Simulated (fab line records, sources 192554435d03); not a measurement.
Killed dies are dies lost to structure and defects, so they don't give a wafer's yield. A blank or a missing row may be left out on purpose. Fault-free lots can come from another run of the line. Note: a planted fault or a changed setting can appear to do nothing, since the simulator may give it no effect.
Chamber matching	flow n5_finfet	3 sister chambers for N5_BEOL_M14_DEP_53 on pecvd-04
The step deposits SiCN from 3MS/NH3, target thk 50 nm, time 17.8 s. 6 wafers are shown with their chamber, then 12 later ones without.

## EACH WAFER AND ITS CHAMBER
wafer	chamber	throttle_valve_pct (%)	showerhead_plenum_p_Torr (Torr)
L087.5	2	16.4	4.15
L085.5	0	18.9	4.08
L085.6	2	16.3	4.16
L086.1	0	19.0	4.08
L086.3	1	18.2	4.16
L086.4	1	18.1	4.16

## WAFERS MISSING THEIR CHAMBER
wafer	throttle_valve_pct (%)	showerhead_plenum_p_Torr (Torr)
L092.1	16.3	4.16
L092.4	19.1	4.08
L092.5	17.8	4.17
L093.1	19.3	4.07
L093.4	18.0	4.16
L093.6	16.2	4.15
L096.1	19.0	4.09
L096.3	16.3	4.15
L096.5	19.2	4.08
L094.1	16.4	4.16
L094.5	16.2	4.16
L094.6	18.1	4.15

## WHICH CHAMBER EACH ONE RAN IN
wafer	from the rows above	in truth
L092.1	2	2
L092.4	0	0
L092.5	1	1
L093.1	0	0
L093.4	1	1
L093.6	2	2
L096.1	0	0
L096.3	2	2
L096.5	0	0
L094.1	2	2
L094.5	2	2
L094.6	1	1
Correctly placed: 12 of 12. From these rows, 0 cannot be placed. Placed wrongly: 0.
How it was worked out, from the rows above alone: a wafer's distance from a chamber is the root of the sum, over the readings, of the square of ((its reading less the chamber's mean) divided by the reading's scatter). If the next closest chamber is less than 2 further off than the closest, the wafer can't be placed; otherwise it belongs to the closest. For every chamber, the mean is computed from those of its wafers that are shown. The scatter: the root of (the sum of the squares of (reading less its chamber's mean) over the shown wafers, divided by (wafers less chambers)).
